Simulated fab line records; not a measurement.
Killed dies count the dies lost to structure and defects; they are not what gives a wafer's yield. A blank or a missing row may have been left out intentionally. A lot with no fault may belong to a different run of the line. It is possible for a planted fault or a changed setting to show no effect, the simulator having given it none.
Which tool was responsible? | flow nandHarc | 33 wafers from 11 lots sampled at 5 of the route's 1159 steps

## WHAT THE GAUGES READ, wafer by wafer
NHARC_END_SORT_01.
lot  | measured     | on        | defectLimitedYield (%) | killedAtArray | killedAtOther | killedAtPeriphery | killedDies | killedOpen | killedShort | sort_bin_2_pct (%) | sort_bin_3_pct (%) | sort_bin_4_pct (%) | sortNPass   | sortRimYieldPct (%) | sortYieldPct (%)
L626 | day 21 14:41 | prober-02 | 96.5 96.8 95.3         | 22 16 23      | 2 3 2         | 0 3 7             | 24 22 32   | 5 5 5      | 2 2 2       | 0.7 0.7 1.6        | 0 0 0.44           | 2.8 2.5 2.7        | 653 655 645 | 98.1 99.1 95.3      | 96.5 96.8 95.3
L638 | day 23 15:29 | prober-01 | 94.8 97.0 96.5         | 31 16 21      | 1 2 0         | 3 2 3             | 35 20 24   | 7 3 3      | 4 1 4       | 1.3 1.2 1.0        | 0.15 0.15 0.30     | 3.7 1.6 2.2        | 642 657 653 | 96.2 99.1 100.0     | 94.8 97.0 96.5

## WHICH TOOL RAN EACH LOT (tool, then ch and the chambers of the sampled wafers, then the start)
lot  | NHARC_A_CONTACT_ETCH_92           | NHARC_A_BLC_DESCUM_15             | NHARC_A_BLC_ETCH_18                          | NHARC_A_M0_DEP_00
L623 | rieDiel-06 ch 0,1,2, day 17 13:31 | rieDiel-12 ch 0,2,3, day 17 20:57 | rieDiel-12 ch 0,2,3, day 18 00:02 or earlier | pecvd-04 ch 0,1, day 18 00:02
L624 | rieDiel-10 ch 0,3, day 18 00:10   | rieDiel-12 ch 0,1,2, day 18 04:05 | rieDiel-12 ch 0,2, day 18 07:34 or earlier   | pecvd-02 ch 0,2, day 18 07:34
L627 | rieDiel-03 ch 0,1,2, day 18 12:49 | rieDiel-02 ch 1,2,3, day 18 18:51 | rieDiel-02 ch 1,2,3, day 18 21:52 or earlier | pecvd-02 ch 0,1,2, day 18 21:52
L626 | rieDiel-03 ch 0,1, day 18 13:55   | rieDiel-12 ch 1,2, day 18 19:37   | rieDiel-12 ch 0,3, day 18 22:46 or earlier   | pecvd-02 ch 0,1,2, day 18 22:46
L631 | rieDiel-06 ch 0,1,2, day 19 22:10 | rieDiel-05 ch 0,1,3, day 20 01:47 | rieDiel-05 ch 0,2,3, day 20 09:35 or earlier | pecvd-04 ch 0,2, day 20 09:35
L632 | rieDiel-10 ch 0,2,3, day 20 06:26 | rieDiel-12 ch 0,1,2, day 20 10:59 | rieDiel-12 ch 0,1,2, day 20 15:47 or earlier | pecvd-01 ch 0,1, day 20 15:47
L634 | rieDiel-10 ch 0,1, day 20 16:05   | rieDiel-12 ch 0,1,2, day 20 19:50 | rieDiel-12 ch 0,1, day 20 23:20 or earlier   | pecvd-02 ch 0,1, day 20 23:20
L636 | rieDiel-03 ch 0,1,3, day 21 07:17 | rieDiel-02 ch 2,3, day 21 16:01   | rieDiel-02 ch 0,1, day 21 19:03 or earlier   | pecvd-01 ch 0,1, day 21 19:03
L638 | rieDiel-06 ch 2,3, day 21 13:16   | rieDiel-12 ch 2,3, day 21 17:48   | rieDiel-12 ch 2,3, day 21 20:52 or earlier   | pecvd-04 ch 0,2, day 21 20:52
L641 | rieDiel-03 ch 1,2, day 22 13:04   | rieDiel-12 ch 1,2,3, day 22 16:28 | rieDiel-12 ch 0,1,3, day 22 19:31 or earlier | pecvd-04 ch 0,1,2, day 22 19:31
L642 | rieDiel-10 ch 2,3, day 22 13:40   | rieDiel-02 ch 0,1,2, day 22 17:15 | rieDiel-02 ch 1,2,3, day 22 23:23 or earlier | pecvd-04 ch 0,1,2, day 22 23:23
- NHARC_A_CONTACT_ETCH_92: etches the open film in CH3F/O2, target depth 40 nm, time 85.7 s.
- NHARC_A_BLC_DESCUM_15: chemistry O2, time 3 s.
- NHARC_A_BLC_ETCH_18: etches the open film in C4F8/O2/Ar, target depth 910 nm.
- NHARC_A_M0_DEP_00: deposits SiOC, target thk 150 nm.

## AS READ BY THE TOOLS THEMSELVES (means over the sampled wafers that have a number; for cases with no such wafer, the mark the record gives instead)
NHARC_A_CONTACT_ETCH_92.
lot  | tool       | drypumpMotorCurrentA (A) | oesProductAu (a.u.) | rfVppV (V) | showerheadPlenumPTorr (Torr) | throttleValvePct (%)
L623 | rieDiel-06 | 5.8                      | 0.924               | 243.7      | 2.43                         | 20.671
L624 | rieDiel-10 | 5.4                      | 0.940               | 244.2      | 2.46                         | 20.673
L627 | rieDiel-03 | 5.9                      | 0.927               | 244.2      | 2.45                         | 20.670
L626 | rieDiel-03 | 6.2                      | 0.923               | 243.0      | 2.38                         | 20.672
L631 | rieDiel-06 | 5.8                      | 0.934               | 243.7      | 2.43                         | 20.668
L632 | rieDiel-10 | 5.6                      | 0.923               | 243.1      | 2.45                         | 20.651
L634 | rieDiel-10 | 6.3                      | 0.935               | 244.1      | 2.42                         | 20.663
L636 | rieDiel-03 | 6.0                      | 0.924               | 243.4      | 2.40                         | 20.664
L638 | rieDiel-06 | 5.7                      | 0.936               | 243.6      | 2.40                         | 20.657
L641 | rieDiel-03 | 5.6                      | 0.929               | 243.0      | 2.42                         | 20.658
L642 | rieDiel-10 | 5.5                      | 0.924               | 242.5      | 2.38                         | 20.667

NHARC_A_BLC_DESCUM_15.
lot  | tool       | drypumpMotorCurrentA (A) | oesProductAu (a.u.) | rfVppV (V) | showerheadPlenumPTorr (Torr) | throttleValvePct (%)
L623 | rieDiel-12 | 6.2                      | 1.009               | 58.6       | 1.93                         | 11.317
L624 | rieDiel-12 | 5.9                      | 1.013               | 56.8       | 1.91                         | 11.309
L627 | rieDiel-02 | 6.0                      | 1.004               | 57.9       | 1.89                         | 11.310
L626 | rieDiel-12 | 5.5                      | 1.014               | 57.4       | 1.92                         | 11.307
L631 | rieDiel-05 | 5.6                      | 0.991               | 57.1       | 1.82                         | 11.312
L632 | rieDiel-12 | 5.9                      | 1.005               | 57.6       | 1.90                         | 11.318
L634 | rieDiel-12 | 5.9                      | 1.021               | 57.7       | 1.90                         | 11.314
L636 | rieDiel-02 | 6.3                      | 1.010               | 57.7       | 1.89                         | 11.306
L638 | rieDiel-12 | 6.0                      | 1.003               | 57.9       | 1.95                         | 11.306
L641 | rieDiel-12 | 5.7                      | 1.004               | 58.2       | 1.93                         | 11.310
L642 | rieDiel-02 | 5.7                      | 1.004               | 58.2       | 1.88                         | 11.298

NHARC_A_BLC_ETCH_18.
lot  | tool       | oesProductAu (a.u.) | rfVppV (V)
L623 | rieDiel-12 | 0.971               | 979
L624 | rieDiel-12 | 0.935               | 977
L627 | rieDiel-02 | 0.932               | 977
L626 | rieDiel-12 | 0.991               | 978
L631 | rieDiel-05 | 0.925               | 977
L632 | rieDiel-12 | 0.964               | 977
L634 | rieDiel-12 | 0.980               | 974
L636 | rieDiel-02 | 0.961               | 972
L638 | rieDiel-12 | 0.961               | 982
L641 | rieDiel-12 | 0.976               | 976
L642 | rieDiel-02 | 0.972               | 976

NHARC_A_M0_DEP_00.
lot  | tool     | rfFwdPowerW (W) | showerheadVppV (V)
L623 | pecvd-04 | 600.5           | 1522
L624 | pecvd-02 | 600.6           | 1473
L627 | pecvd-02 | 600.9           | 1475
L626 | pecvd-02 | 600.4           | 1485
L631 | pecvd-04 | 599.0           | 1554
L632 | pecvd-01 | 598.3           | 1413
L634 | pecvd-02 | 503.3           | 1366
L636 | pecvd-01 | 594.5           | 1438
L638 | pecvd-04 | 600.6           | 1547
L641 | pecvd-04 | 600.1           | 1557
L642 | pecvd-04 | 596.9           | 1561

## THE ANSWER, worked out from the rows above alone
Rule: what is usual is taken from the lots themselves. Put in order of their means at a reading, lots are off if they are a third of the lots or fewer, leave a main group of 4 or more, and stand apart from it by a gap of 3 or more times the standard deviation of the main group's means; of several such gaps the widest counts. A main group whose means are all the same, to the digits that the tables above print for the reading, isn't used. Also off: a lot with no number at a reading for which 4 or more lots have one. All remaining lots with rows at the step are treated as sound. The gauges are gone through in route order, then the tools' own readings, and for those a lot's mean is taken as printed above. The first step at which some lot is off is used, and at that step the reading that is off furthest; a lot without a number counts as furthest.
Off, at NHARC_A_M0_DEP_00 on rfFwdPowerW: L634. Mean 599.2 W and standard deviation 2 in the main group.
A tool fits if, at that step or a process step before it, it ran every lot that is off, and no sound lot after the first of them. Because NHARC_A_BLC_ETCH_18 lacks a start for some lots, the hours and order of its lots are taken from NHARC_A_M0_DEP_00. One candidate fits, namely pecvd-02 at NHARC_A_M0_DEP_00. Its last sound lot is L626 (day 18 22:46), its first lot that is off L634 (day 20 23:20): a fault that began between those two fits.
On the lots that are off, the tool's own readings at NHARC_A_M0_DEP_00 differ by more than 5 times the standard deviation of the sound lots' means, which bears it out; rfFwdPowerW reads 503.3 W there versus 599.2 W on the sound lots.

## WHAT HAD BEEN PUT IN BY THE SIMULATOR
Process parameter drift: pecvd-02, from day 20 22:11 on, at NHARC_A_M0_DEP_00. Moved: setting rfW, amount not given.
Struck lots among those shown: L634. Same finding as the rule above.
